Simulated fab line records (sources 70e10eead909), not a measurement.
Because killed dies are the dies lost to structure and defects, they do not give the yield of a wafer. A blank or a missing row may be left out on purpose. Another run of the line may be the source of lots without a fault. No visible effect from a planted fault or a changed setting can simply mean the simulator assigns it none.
What tool caused it? || flow nand harc || 24 lots, 72 wafers sampled, at 6 steps of a route of 1302

## WHAT THE GAUGES READ, wafer by wafer
NHARC_A_M0_THK_MEAS_24: measures by xrf.
{"lot": "L074", "measured": "day 22 19:28", "on": "film metro-02", "thk nm (nm)": "113.9 114.0 114.2"}
{"lot": "L075", "measured": "day 23 17:03", "on": "film metro-02", "thk nm (nm)": "114.8 116.4 113.3"}
{"lot": "L077", "measured": "day 23 17:24", "on": "film metro-02", "thk nm (nm)": "113.9 113.3 113.6"}
{"lot": "L076", "measured": "day 24 02:56", "on": "film metro-01", "thk nm (nm)": "114.2 114.2 114.2"}
{"lot": "L078", "measured": "day 24 07:19", "on": "film metro-02", "thk nm (nm)": "114.8 113.5 116.6"}
{"lot": "L079", "measured": "day 24 09:27", "on": "film metro-02", "thk nm (nm)": "114.9 113.8 114.3"}
{"lot": "L080", "measured": "day 25 11:05", "on": "film metro-02", "thk nm (nm)": "113.7 111.6 114.0"}
{"lot": "L081", "measured": "day 25 19:33", "on": "film metro-02", "thk nm (nm)": "114.8 115.2 114.4"}
{"lot": "L082", "measured": "day 26 13:08", "on": "film metro-02", "thk nm (nm)": "114.0 114.1 113.8"}
{"lot": "L084", "measured": "day 26 14:46", "on": "film metro-01", "thk nm (nm)": "114.8 114.5 114.3"}
{"lot": "L083", "measured": "day 26 17:58", "on": "film metro-02", "thk nm (nm)": "113.4 114.4 113.4"}
{"lot": "L085", "measured": "day 27 10:05", "on": "film metro-01", "thk nm (nm)": "113.1 114.6 113.1"}
{"lot": "L086", "measured": "day 27 11:19", "on": "film metro-01", "thk nm (nm)": "111.4 110.1 111.5"}
{"lot": "L087", "measured": "day 27 21:01", "on": "film metro-01", "thk nm (nm)": "116.5 114.4 115.7"}
{"lot": "L089", "measured": "day 28 13:16", "on": "film metro-01", "thk nm (nm)": "113.1 112.1 112.6"}
{"lot": "L088", "measured": "day 28 15:04", "on": "film metro-02", "thk nm (nm)": "112.0 113.8 112.3"}
{"lot": "L091", "measured": "day 29 05:40", "on": "film metro-02", "thk nm (nm)": "115.6 115.8 114.4"}
{"lot": "L090", "measured": "day 29 22:50", "on": "film metro-01", "thk nm (nm)": "113.5 113.6 113.5"}
{"lot": "L095", "measured": "day 30 16:01", "on": "film metro-02", "thk nm (nm)": "116.7 116.9 112.3"}
{"lot": "L092", "measured": "day 30 17:58", "on": "film metro-02", "thk nm (nm)": "114.8 113.8 112.8"}
{"lot": "L093", "measured": "day 30 19:16", "on": "film metro-02", "thk nm (nm)": "111.6 114.0 112.4"}
{"lot": "L094", "measured": "day 31 08:33", "on": "film metro-01", "thk nm (nm)": "112.0 112.8 113.6"}
{"lot": "L096", "measured": "day 32 20:17", "on": "film metro-01", "thk nm (nm)": "114.5 114.5 114.4"}
{"lot": "L097", "measured": "day 32 23:23", "on": "film metro-01", "thk nm (nm)": "113.5 113.2 113.2"}

## WHICH TOOL RAN EACH LOT (tool, then ch and the chambers of the sampled wafers, then the start)
{"lot": "L074", "NHARC_A_CONTACT_ETCH_136": "har cap etch-02 ch 0,1, day 22 08:28", "NHARC_A_CONTACT_ETCH_138": "har cap etch-02 ch 0,1, day 22 09:01", "NHARC_A_BLC_STRIP_29": "rie diel-06 ch 1,2,3, day 22 14:07", "NHARC_A_BLC_STRIP_21": "rie diel-06 ch 0,1,3, day 22 14:14", "NHARC_A_M0_PVD_20": "pvd sputter-02, day 22 19:28 or earlier"}
{"lot": "L075", "NHARC_A_CONTACT_ETCH_136": "har cap etch-01 ch 0,1, day 23 05:21", "NHARC_A_CONTACT_ETCH_138": "har cap etch-01 ch 0,1, day 23 06:05", "NHARC_A_BLC_STRIP_29": "rie diel-09 ch 1,2,3, day 23 11:37", "NHARC_A_BLC_STRIP_21": "rie diel-09 ch 0,2,3, day 23 11:44", "NHARC_A_M0_PVD_20": "pvd sputter-03, day 23 17:03 or earlier"}
{"lot": "L077", "NHARC_A_CONTACT_ETCH_136": "har cap etch-03 ch 0,1, day 23 05:56", "NHARC_A_CONTACT_ETCH_138": "har cap etch-03 ch 0,1, day 23 06:28", "NHARC_A_BLC_STRIP_29": "rie diel-09 ch 2,3, day 23 12:07", "NHARC_A_BLC_STRIP_21": "rie diel-09 ch 0,3, day 23 12:13", "NHARC_A_M0_PVD_20": "pvd sputter-02, day 23 17:24 or earlier"}
{"lot": "L076", "NHARC_A_CONTACT_ETCH_136": "har cap etch-02 ch 0,1, day 23 15:55", "NHARC_A_CONTACT_ETCH_138": "har cap etch-02 ch 0,1, day 23 16:27", "NHARC_A_BLC_STRIP_29": "rie diel-09 ch 1,2, day 23 21:30", "NHARC_A_BLC_STRIP_21": "rie diel-09 ch 0,2,3, day 23 21:38", "NHARC_A_M0_PVD_20": "pvd sputter-02, day 24 02:56 or earlier"}
{"lot": "L078", "NHARC_A_CONTACT_ETCH_136": "har cap etch-03 ch 0, day 23 19:44", "NHARC_A_CONTACT_ETCH_138": "har cap etch-03 ch 0, day 23 20:27", "NHARC_A_BLC_STRIP_29": "rie diel-06 ch 1,2, day 24 01:58", "NHARC_A_BLC_STRIP_21": "rie diel-06 ch 2,3, day 24 02:04", "NHARC_A_M0_PVD_20": "pvd sputter-02, day 24 07:19 or earlier"}
{"lot": "L079", "NHARC_A_CONTACT_ETCH_136": "har cap etch-01 ch 0,1, day 23 22:26", "NHARC_A_CONTACT_ETCH_138": "har cap etch-01 ch 0,1, day 23 22:59", "NHARC_A_BLC_STRIP_29": "rie diel-02 ch 2,3, day 24 04:09", "NHARC_A_BLC_STRIP_21": "rie diel-02 ch 0,1,2, day 24 04:16", "NHARC_A_M0_PVD_20": "pvd sputter-03, day 24 09:27 or earlier"}
{"lot": "L080", "NHARC_A_CONTACT_ETCH_136": "har cap etch-02 ch 0,1, day 25 00:09", "NHARC_A_CONTACT_ETCH_138": "har cap etch-02 ch 0,1, day 25 00:43", "NHARC_A_BLC_STRIP_29": "rie diel-09 ch 0,2,3, day 25 05:48", "NHARC_A_BLC_STRIP_21": "rie diel-09 ch 0,1, day 25 05:53", "NHARC_A_M0_PVD_20": "pvd sputter-02, day 25 11:05 or earlier"}
{"lot": "L081", "NHARC_A_CONTACT_ETCH_136": "har cap etch-02 ch 0,1, day 25 08:05", "NHARC_A_CONTACT_ETCH_138": "har cap etch-02 ch 0,1, day 25 08:37", "NHARC_A_BLC_STRIP_29": "rie diel-09 ch 0,2,3, day 25 13:58", "NHARC_A_BLC_STRIP_21": "rie diel-09 ch 1,2,3, day 25 14:05", "NHARC_A_M0_PVD_20": "pvd sputter-03, day 25 19:33 or earlier"}
{"lot": "L082", "NHARC_A_CONTACT_ETCH_136": "har cap etch-02 ch 0,1, day 26 01:14", "NHARC_A_CONTACT_ETCH_138": "har cap etch-02 ch 0,1, day 26 01:47", "NHARC_A_BLC_STRIP_29": "rie diel-09 ch 1,2, day 26 07:50", "NHARC_A_BLC_STRIP_21": "rie diel-09 ch 2,3, day 26 07:56", "NHARC_A_M0_PVD_20": "pvd sputter-01, day 26 13:08 or earlier"}
{"lot": "L084", "NHARC_A_CONTACT_ETCH_136": "har cap etch-02 ch 0,1, day 26 03:45", "NHARC_A_CONTACT_ETCH_138": "har cap etch-02 ch 0,1, day 26 04:17", "NHARC_A_BLC_STRIP_29": "rie diel-06 ch 0,2,3, day 26 09:29", "NHARC_A_BLC_STRIP_21": "rie diel-06 ch 2,3, day 26 09:35", "NHARC_A_M0_PVD_20": "pvd sputter-03, day 26 14:46 or earlier"}
{"lot": "L083", "NHARC_A_CONTACT_ETCH_136": "har cap etch-01 ch 0,1, day 26 07:02", "NHARC_A_CONTACT_ETCH_138": "har cap etch-01 ch 0,1, day 26 07:35", "NHARC_A_BLC_STRIP_29": "rie diel-09 ch 1,2, day 26 12:36", "NHARC_A_BLC_STRIP_21": "rie diel-09 ch 1,2,3, day 26 12:43", "NHARC_A_M0_PVD_20": "pvd sputter-03, day 26 17:58 or earlier"}
{"lot": "L085", "NHARC_A_CONTACT_ETCH_136": "har cap etch-02 ch 0,1, day 26 22:46", "NHARC_A_CONTACT_ETCH_138": "har cap etch-02 ch 0,1, day 26 23:19", "NHARC_A_BLC_STRIP_29": "rie diel-09 ch 0,1, day 27 04:41", "NHARC_A_BLC_STRIP_21": "rie diel-09 ch 0,2,3, day 27 04:48", "NHARC_A_M0_PVD_20": "pvd sputter-03, day 27 10:05 or earlier"}
{"lot": "L086", "NHARC_A_CONTACT_ETCH_136": "har cap etch-01 ch 0,1, day 27 00:14", "NHARC_A_CONTACT_ETCH_138": "har cap etch-01 ch 0,1, day 27 00:47", "NHARC_A_BLC_STRIP_29": "rie diel-09 ch 0,1,2, day 27 06:00", "NHARC_A_BLC_STRIP_21": "rie diel-09 ch 1,2,3, day 27 06:06", "NHARC_A_M0_PVD_20": "pvd sputter-02, day 27 11:19 or earlier"}
{"lot": "L087", "NHARC_A_CONTACT_ETCH_136": "har cap etch-02 ch 0,1, day 27 08:45", "NHARC_A_CONTACT_ETCH_138": "har cap etch-02 ch 0,1, day 27 09:29", "NHARC_A_BLC_STRIP_29": "rie diel-09 ch 0,2,3, day 27 15:44", "NHARC_A_BLC_STRIP_21": "rie diel-09 ch 0,1,3, day 27 15:49", "NHARC_A_M0_PVD_20": "pvd sputter-03, day 27 21:01 or earlier"}
{"lot": "L089", "NHARC_A_CONTACT_ETCH_136": "har cap etch-03 ch 0,1, day 28 02:04", "NHARC_A_CONTACT_ETCH_138": "har cap etch-03 ch 0,1, day 28 02:36", "NHARC_A_BLC_STRIP_29": "rie diel-06 ch 0,1,2, day 28 07:55", "NHARC_A_BLC_STRIP_21": "rie diel-06 ch 0,1,2, day 28 08:01", "NHARC_A_M0_PVD_20": "pvd sputter-01, day 28 13:16 or earlier"}
{"lot": "L088", "NHARC_A_CONTACT_ETCH_136": "har cap etch-02 ch 0,1, day 28 03:52", "NHARC_A_CONTACT_ETCH_138": "har cap etch-02 ch 0,1, day 28 04:24", "NHARC_A_BLC_STRIP_29": "rie diel-06 ch 0,2, day 28 09:42", "NHARC_A_BLC_STRIP_21": "rie diel-06 ch 0,1,2, day 28 09:49", "NHARC_A_M0_PVD_20": "pvd sputter-01, day 28 15:04 or earlier"}
{"lot": "L091", "NHARC_A_CONTACT_ETCH_136": "har cap etch-02 ch 0,1, day 28 18:17", "NHARC_A_CONTACT_ETCH_138": "har cap etch-02 ch 0,1, day 28 18:49", "NHARC_A_BLC_STRIP_29": "rie diel-02 ch 0,1,2, day 29 00:10", "NHARC_A_BLC_STRIP_21": "rie diel-02 ch 0,2,3, day 29 00:16", "NHARC_A_M0_PVD_20": "pvd sputter-03, day 29 05:40 or earlier"}
{"lot": "L090", "NHARC_A_CONTACT_ETCH_136": "har cap etch-01 ch 0,1, day 29 11:55", "NHARC_A_CONTACT_ETCH_138": "har cap etch-01 ch 0,1, day 29 12:27", "NHARC_A_BLC_STRIP_29": "rie diel-09 ch 0,1,2, day 29 17:40", "NHARC_A_BLC_STRIP_21": "rie diel-09 ch 0,1,2, day 29 17:46", "NHARC_A_M0_PVD_20": "pvd sputter-01, day 29 22:50 or earlier"}
{"lot": "L095", "NHARC_A_CONTACT_ETCH_136": "har cap etch-01 ch 0,1, day 30 04:25", "NHARC_A_CONTACT_ETCH_138": "har cap etch-01 ch 0,1, day 30 04:58", "NHARC_A_BLC_STRIP_29": "rie diel-06 ch 0,2,3, day 30 10:10", "NHARC_A_BLC_STRIP_21": "rie diel-06 ch 0,1,3, day 30 10:17", "NHARC_A_M0_PVD_20": "pvd sputter-02, day 30 16:01 or earlier"}
{"lot": "L092", "NHARC_A_CONTACT_ETCH_136": "har cap etch-03 ch 0,1, day 30 07:04", "NHARC_A_CONTACT_ETCH_138": "har cap etch-03 ch 0,1, day 30 07:36", "NHARC_A_BLC_STRIP_29": "rie diel-06 ch 0,3, day 30 12:45", "NHARC_A_BLC_STRIP_21": "rie diel-06 ch 0,2, day 30 12:51", "NHARC_A_M0_PVD_20": "pvd sputter-02, day 30 17:58 or earlier"}
{"lot": "L093", "NHARC_A_CONTACT_ETCH_136": "har cap etch-01 ch 0,1, day 30 08:10", "NHARC_A_CONTACT_ETCH_138": "har cap etch-01 ch 0,1, day 30 08:43", "NHARC_A_BLC_STRIP_29": "rie diel-09 ch 0,3, day 30 13:54", "NHARC_A_BLC_STRIP_21": "rie diel-09 ch 0,1,3, day 30 14:01", "NHARC_A_M0_PVD_20": "pvd sputter-02, day 30 19:16 or earlier"}
{"lot": "L094", "NHARC_A_CONTACT_ETCH_136": "har cap etch-03 ch 0,1, day 30 21:19", "NHARC_A_CONTACT_ETCH_138": "har cap etch-03 ch 0,1, day 30 21:52", "NHARC_A_BLC_STRIP_29": "rie diel-06 ch 0,2,3, day 31 03:22", "NHARC_A_BLC_STRIP_21": "rie diel-06 ch 1,2, day 31 03:28", "NHARC_A_M0_PVD_20": "pvd sputter-02, day 31 08:33 or earlier"}
{"lot": "L096", "NHARC_A_CONTACT_ETCH_136": "har cap etch-03 ch 0,1, day 32 07:53", "NHARC_A_CONTACT_ETCH_138": "har cap etch-03 ch 0,1, day 32 08:26", "NHARC_A_BLC_STRIP_29": "rie diel-09 ch 0,1,2, day 32 14:52", "NHARC_A_BLC_STRIP_21": "rie diel-09 ch 0,1, day 32 14:57", "NHARC_A_M0_PVD_20": "pvd sputter-03, day 32 20:17 or earlier"}
{"lot": "L097", "NHARC_A_CONTACT_ETCH_136": "har cap etch-03 ch 0,1, day 32 11:52", "NHARC_A_CONTACT_ETCH_138": "har cap etch-03 ch 0,1, day 32 12:24", "NHARC_A_BLC_STRIP_29": "rie diel-06 ch 0,1,2, day 32 17:29", "NHARC_A_BLC_STRIP_21": "rie diel-06 ch 0,1, day 32 17:35", "NHARC_A_M0_PVD_20": "pvd sputter-01, day 32 23:23 or earlier"}
- NHARC_A_CONTACT_ETCH_136: etches the open film in C4F8/O2/Ar, time 311 s, target depth 1912 nm.
- NHARC_A_CONTACT_ETCH_138: etches the open film in C4F8/O2/Ar, time 311 s, target depth 1914 nm.
- NHARC_A_BLC_STRIP_29: strips in CF4.
- NHARC_A_BLC_STRIP_21: strips in O2.
- NHARC_A_M0_PVD_20: deposits TaN, target thk 5 nm, time 8.06 s.

## WHAT THE TOOLS THEMSELVES READ (means of the sampled wafers that have a number; where no wafer has one, the mark that the record gives instead)
NHARC_A_BLC_STRIP_29.
{"lot": "L074", "tool": "rie diel-06", "drypump motor current A (A)": 5.69, "oes product au (a.u.)": 0.998, "rf vpp V (V)": 59.1, "showerhead plenum p Torr (Torr)": 1.72, "throttle valve pct (%)": 13.281}
{"lot": "L075", "tool": "rie diel-09", "drypump motor current A (A)": 6.00, "oes product au (a.u.)": 1.009, "rf vpp V (V)": 59.6, "showerhead plenum p Torr (Torr)": 1.74, "throttle valve pct (%)": 13.277}
{"lot": "L077", "tool": "rie diel-09", "drypump motor current A (A)": 6.08, "oes product au (a.u.)": 1.010, "rf vpp V (V)": 58.7, "showerhead plenum p Torr (Torr)": 1.75, "throttle valve pct (%)": 13.281}
{"lot": "L076", "tool": "rie diel-09", "drypump motor current A (A)": 5.89, "oes product au (a.u.)": 0.999, "rf vpp V (V)": 59.3, "showerhead plenum p Torr (Torr)": 1.74, "throttle valve pct (%)": 13.286}
{"lot": "L078", "tool": "rie diel-06", "drypump motor current A (A)": 5.52, "oes product au (a.u.)": 1.001, "rf vpp V (V)": 59.5, "showerhead plenum p Torr (Torr)": 1.73, "throttle valve pct (%)": 13.282}
{"lot": "L079", "tool": "rie diel-02", "drypump motor current A (A)": 5.49, "oes product au (a.u.)": 1.002, "rf vpp V (V)": 58.7, "showerhead plenum p Torr (Torr)": 1.76, "throttle valve pct (%)": 13.279}
{"lot": "L080", "tool": "rie diel-09", "drypump motor current A (A)": 6.00, "oes product au (a.u.)": 0.997, "rf vpp V (V)": 60.1, "showerhead plenum p Torr (Torr)": 1.78, "throttle valve pct (%)": 13.288}
{"lot": "L081", "tool": "rie diel-09", "drypump motor current A (A)": 5.98, "oes product au (a.u.)": 1.001, "rf vpp V (V)": 59.2, "showerhead plenum p Torr (Torr)": 1.78, "throttle valve pct (%)": 13.290}
{"lot": "L082", "tool": "rie diel-09", "drypump motor current A (A)": 5.96, "oes product au (a.u.)": 1.009, "rf vpp V (V)": 59.8, "showerhead plenum p Torr (Torr)": 1.75, "throttle valve pct (%)": 13.291}
{"lot": "L084", "tool": "rie diel-06", "drypump motor current A (A)": 5.89, "oes product au (a.u.)": 1.001, "rf vpp V (V)": 59.7, "showerhead plenum p Torr (Torr)": 1.68, "throttle valve pct (%)": 13.277}
{"lot": "L083", "tool": "rie diel-09", "drypump motor current A (A)": 5.92, "oes product au (a.u.)": 1.010, "rf vpp V (V)": 59.8, "showerhead plenum p Torr (Torr)": 1.74, "throttle valve pct (%)": 13.279}
{"lot": "L085", "tool": "rie diel-09", "drypump motor current A (A)": 5.86, "oes product au (a.u.)": 1.002, "rf vpp V (V)": 58.6, "showerhead plenum p Torr (Torr)": 1.79, "throttle valve pct (%)": 13.281}
{"lot": "L086", "tool": "rie diel-09", "drypump motor current A (A)": 5.92, "oes product au (a.u.)": 1.009, "rf vpp V (V)": 59.9, "showerhead plenum p Torr (Torr)": 1.77, "throttle valve pct (%)": 13.290}
{"lot": "L087", "tool": "rie diel-09", "drypump motor current A (A)": 5.98, "oes product au (a.u.)": 0.998, "rf vpp V (V)": 60.2, "showerhead plenum p Torr (Torr)": 1.78, "throttle valve pct (%)": 13.284}
{"lot": "L089", "tool": "rie diel-06", "drypump motor current A (A)": 5.68, "oes product au (a.u.)": 0.996, "rf vpp V (V)": 59.6, "showerhead plenum p Torr (Torr)": 1.70, "throttle valve pct (%)": 13.282}
{"lot": "L088", "tool": "rie diel-06", "drypump motor current A (A)": 5.85, "oes product au (a.u.)": 0.996, "rf vpp V (V)": 58.9, "showerhead plenum p Torr (Torr)": 1.67, "throttle valve pct (%)": 13.279}
{"lot": "L091", "tool": "rie diel-02", "drypump motor current A (A)": 5.81, "oes product au (a.u.)": 1.007, "rf vpp V (V)": 59.0, "showerhead plenum p Torr (Torr)": 1.73, "throttle valve pct (%)": 13.284}
{"lot": "L090", "tool": "rie diel-09", "drypump motor current A (A)": 5.90, "oes product au (a.u.)": 1.002, "rf vpp V (V)": 59.5, "showerhead plenum p Torr (Torr)": 1.77, "throttle valve pct (%)": 13.288}
{"lot": "L095", "tool": "rie diel-06", "drypump motor current A (A)": 5.89, "oes product au (a.u.)": 0.994, "rf vpp V (V)": 58.8, "showerhead plenum p Torr (Torr)": 1.68, "throttle valve pct (%)": 13.284}
{"lot": "L092", "tool": "rie diel-06", "drypump motor current A (A)": 6.17, "oes product au (a.u.)": 0.996, "rf vpp V (V)": 59.0, "showerhead plenum p Torr (Torr)": 1.69, "throttle valve pct (%)": 13.285}
{"lot": "L093", "tool": "rie diel-09", "drypump motor current A (A)": 5.90, "oes product au (a.u.)": 0.996, "rf vpp V (V)": 59.7, "showerhead plenum p Torr (Torr)": 1.80, "throttle valve pct (%)": 13.281}
{"lot": "L094", "tool": "rie diel-06", "drypump motor current A (A)": 5.88, "oes product au (a.u.)": 1.002, "rf vpp V (V)": 59.2, "showerhead plenum p Torr (Torr)": 1.68, "throttle valve pct (%)": 13.274}
{"lot": "L096", "tool": "rie diel-09", "drypump motor current A (A)": 5.89, "oes product au (a.u.)": 1.009, "rf vpp V (V)": 59.8, "showerhead plenum p Torr (Torr)": 1.77, "throttle valve pct (%)": 13.281}
{"lot": "L097", "tool": "rie diel-06", "drypump motor current A (A)": 5.67, "oes product au (a.u.)": 1.000, "rf vpp V (V)": 59.1, "showerhead plenum p Torr (Torr)": 1.70, "throttle valve pct (%)": 13.286}

NHARC_A_BLC_STRIP_21.
{"lot": "L074", "tool": "rie diel-06", "drypump motor current A (A)": 6.01, "oes product au (a.u.)": 0.991, "rf vpp V (V)": 58.0, "showerhead plenum p Torr (Torr)": 3.45, "throttle valve pct (%)": 17.040}
{"lot": "L075", "tool": "rie diel-09", "drypump motor current A (A)": 5.99, "oes product au (a.u.)": 1.000, "rf vpp V (V)": 58.5, "showerhead plenum p Torr (Torr)": 3.55, "throttle valve pct (%)": 17.032}
{"lot": "L077", "tool": "rie diel-09", "drypump motor current A (A)": 6.04, "oes product au (a.u.)": 1.004, "rf vpp V (V)": 57.8, "showerhead plenum p Torr (Torr)": 3.53, "throttle valve pct (%)": 17.039}
{"lot": "L076", "tool": "rie diel-09", "drypump motor current A (A)": 5.99, "oes product au (a.u.)": 1.000, "rf vpp V (V)": 58.3, "showerhead plenum p Torr (Torr)": 3.55, "throttle valve pct (%)": 17.042}
{"lot": "L078", "tool": "rie diel-06", "drypump motor current A (A)": 5.92, "oes product au (a.u.)": 1.006, "rf vpp V (V)": 58.0, "showerhead plenum p Torr (Torr)": 3.38, "throttle valve pct (%)": 17.038}
{"lot": "L079", "tool": "rie diel-02", "drypump motor current A (A)": 5.81, "oes product au (a.u.)": 0.993, "rf vpp V (V)": 58.3, "showerhead plenum p Torr (Torr)": 3.47, "throttle valve pct (%)": 17.038}
{"lot": "L080", "tool": "rie diel-09", "drypump motor current A (A)": 5.86, "oes product au (a.u.)": 1.002, "rf vpp V (V)": 58.0, "showerhead plenum p Torr (Torr)": 3.51, "throttle valve pct (%)": 17.037}
{"lot": "L081", "tool": "rie diel-09", "drypump motor current A (A)": 6.00, "oes product au (a.u.)": 1.000, "rf vpp V (V)": 57.6, "showerhead plenum p Torr (Torr)": 3.47, "throttle valve pct (%)": 17.030}
{"lot": "L082", "tool": "rie diel-09", "drypump motor current A (A)": 6.04, "oes product au (a.u.)": 1.003, "rf vpp V (V)": 57.4, "showerhead plenum p Torr (Torr)": 3.50, "throttle valve pct (%)": 17.038}
{"lot": "L084", "tool": "rie diel-06", "drypump motor current A (A)": 5.92, "oes product au (a.u.)": 1.007, "rf vpp V (V)": 57.4, "showerhead plenum p Torr (Torr)": 3.38, "throttle valve pct (%)": 17.044}
{"lot": "L083", "tool": "rie diel-09", "drypump motor current A (A)": 6.00, "oes product au (a.u.)": 1.005, "rf vpp V (V)": 57.7, "showerhead plenum p Torr (Torr)": 3.47, "throttle valve pct (%)": 17.029}
{"lot": "L085", "tool": "rie diel-09", "drypump motor current A (A)": 5.98, "oes product au (a.u.)": 1.003, "rf vpp V (V)": 57.6, "showerhead plenum p Torr (Torr)": 3.54, "throttle valve pct (%)": 17.032}
{"lot": "L086", "tool": "rie diel-09", "drypump motor current A (A)": 6.01, "oes product au (a.u.)": 1.010, "rf vpp V (V)": 57.3, "showerhead plenum p Torr (Torr)": 3.47, "throttle valve pct (%)": 17.038}
{"lot": "L087", "tool": "rie diel-09", "drypump motor current A (A)": 5.95, "oes product au (a.u.)": 1.009, "rf vpp V (V)": 58.3, "showerhead plenum p Torr (Torr)": 3.51, "throttle valve pct (%)": 17.030}
{"lot": "L089", "tool": "rie diel-06", "drypump motor current A (A)": 5.68, "oes product au (a.u.)": 0.998, "rf vpp V (V)": 57.6, "showerhead plenum p Torr (Torr)": 3.39, "throttle valve pct (%)": 17.038}
{"lot": "L088", "tool": "rie diel-06", "drypump motor current A (A)": 5.69, "oes product au (a.u.)": 0.997, "rf vpp V (V)": 57.4, "showerhead plenum p Torr (Torr)": 3.39, "throttle valve pct (%)": 17.035}
{"lot": "L091", "tool": "rie diel-02", "drypump motor current A (A)": 5.67, "oes product au (a.u.)": 0.998, "rf vpp V (V)": 57.9, "showerhead plenum p Torr (Torr)": 3.40, "throttle valve pct (%)": 17.043}
{"lot": "L090", "tool": "rie diel-09", "drypump motor current A (A)": 5.90, "oes product au (a.u.)": 1.006, "rf vpp V (V)": 57.8, "showerhead plenum p Torr (Torr)": 3.53, "throttle valve pct (%)": 17.039}
{"lot": "L095", "tool": "rie diel-06", "drypump motor current A (A)": 6.01, "oes product au (a.u.)": 0.994, "rf vpp V (V)": 57.7, "showerhead plenum p Torr (Torr)": 3.44, "throttle valve pct (%)": 17.029}
{"lot": "L092", "tool": "rie diel-06", "drypump motor current A (A)": 5.60, "oes product au (a.u.)": 0.997, "rf vpp V (V)": 57.6, "showerhead plenum p Torr (Torr)": 3.30, "throttle valve pct (%)": 17.034}
{"lot": "L093", "tool": "rie diel-09", "drypump motor current A (A)": 5.95, "oes product au (a.u.)": 1.006, "rf vpp V (V)": 58.2, "showerhead plenum p Torr (Torr)": 3.51, "throttle valve pct (%)": 17.039}
{"lot": "L094", "tool": "rie diel-06", "drypump motor current A (A)": 5.40, "oes product au (a.u.)": 0.990, "rf vpp V (V)": 57.4, "showerhead plenum p Torr (Torr)": 3.36, "throttle valve pct (%)": 17.032}
{"lot": "L096", "tool": "rie diel-09", "drypump motor current A (A)": 5.84, "oes product au (a.u.)": 1.001, "rf vpp V (V)": 58.3, "showerhead plenum p Torr (Torr)": 3.50, "throttle valve pct (%)": 17.032}
{"lot": "L097", "tool": "rie diel-06", "drypump motor current A (A)": 5.79, "oes product au (a.u.)": 0.989, "rf vpp V (V)": 57.0, "showerhead plenum p Torr (Torr)": 3.48, "throttle valve pct (%)": 17.034}

NHARC_A_M0_PVD_20.
{"lot": "L074", "tool": "pvd sputter-02", "cathode dc power W (W)": 14999, "throttle valve pct (%)": 29.3}
{"lot": "L075", "tool": "pvd sputter-03", "cathode dc power W (W)": 15000, "throttle valve pct (%)": 29.3}
{"lot": "L077", "tool": "pvd sputter-02", "cathode dc power W (W)": 15000, "throttle valve pct (%)": 30.5}
{"lot": "L076", "tool": "pvd sputter-02", "cathode dc power W (W)": 15002, "throttle valve pct (%)": 29.9}
{"lot": "L078", "tool": "pvd sputter-02", "cathode dc power W (W)": 15002, "throttle valve pct (%)": 29.3}
{"lot": "L079", "tool": "pvd sputter-03", "cathode dc power W (W)": 14999, "throttle valve pct (%)": 29.8}
{"lot": "L080", "tool": "pvd sputter-02", "cathode dc power W (W)": 14998, "throttle valve pct (%)": 29.2}
{"lot": "L081", "tool": "pvd sputter-03", "cathode dc power W (W)": 14997, "throttle valve pct (%)": 29.7}
{"lot": "L082", "tool": "pvd sputter-01", "cathode dc power W (W)": 14998, "throttle valve pct (%)": 30.6}
{"lot": "L084", "tool": "pvd sputter-03", "cathode dc power W (W)": 15000, "throttle valve pct (%)": 29.4}
{"lot": "L083", "tool": "pvd sputter-03", "cathode dc power W (W)": 15001, "throttle valve pct (%)": 29.3}
{"lot": "L085", "tool": "pvd sputter-03", "cathode dc power W (W)": 15000, "throttle valve pct (%)": 29.7}
{"lot": "L086", "tool": "pvd sputter-02", "cathode dc power W (W)": 15000, "throttle valve pct (%)": 30.5}
{"lot": "L087", "tool": "pvd sputter-03", "cathode dc power W (W)": 15000, "throttle valve pct (%)": 29.7}
{"lot": "L089", "tool": "pvd sputter-01", "cathode dc power W (W)": 15000, "throttle valve pct (%)": 30.7}
{"lot": "L088", "tool": "pvd sputter-01", "cathode dc power W (W)": 15002, "throttle valve pct (%)": 29.8}
{"lot": "L091", "tool": "pvd sputter-03", "cathode dc power W (W)": 14998, "throttle valve pct (%)": 29.7}
{"lot": "L090", "tool": "pvd sputter-01", "cathode dc power W (W)": 15002, "throttle valve pct (%)": 30.2}
{"lot": "L095", "tool": "pvd sputter-02", "cathode dc power W (W)": 15002, "throttle valve pct (%)": 30.3}
{"lot": "L092", "tool": "pvd sputter-02", "cathode dc power W (W)": 14999, "throttle valve pct (%)": 29.3}
{"lot": "L093", "tool": "pvd sputter-02", "cathode dc power W (W)": 15000, "throttle valve pct (%)": 29.5}
{"lot": "L094", "tool": "pvd sputter-02", "cathode dc power W (W)": 14999, "throttle valve pct (%)": 29.9}
{"lot": "L096", "tool": "pvd sputter-03", "cathode dc power W (W)": 15000, "throttle valve pct (%)": 28.2}
{"lot": "L097", "tool": "pvd sputter-01", "cathode dc power W (W)": 15001, "throttle valve pct (%)": 30.6}

## THE ANSWER, worked out from the rows above alone
Rule: the lots themselves supply what counts as usual. The widest of any qualifying gaps counts: lots, ordered by their means at a reading, are off when they make up no more than a third of the lots, leave a main group of 4 or more, and stand apart from it by 3 or more times the standard deviation of that group's means. The tables above print the reading to a certain number of digits; a main group whose means all agree to those digits is not used. Also off: a lot with no number at a reading for which 4 or more lots have one. The other lots that the step has rows for count as sound. First the gauges in route order, then the tools' own readings, where a lot's mean is used as printed above. At the first step where some lot is off, the reading lying furthest off is the one used; lots without a number count as furthest.
None of the lots is off at any reading shown; this tells nothing.

## WHAT THE SIMULATOR HAD INSERTED
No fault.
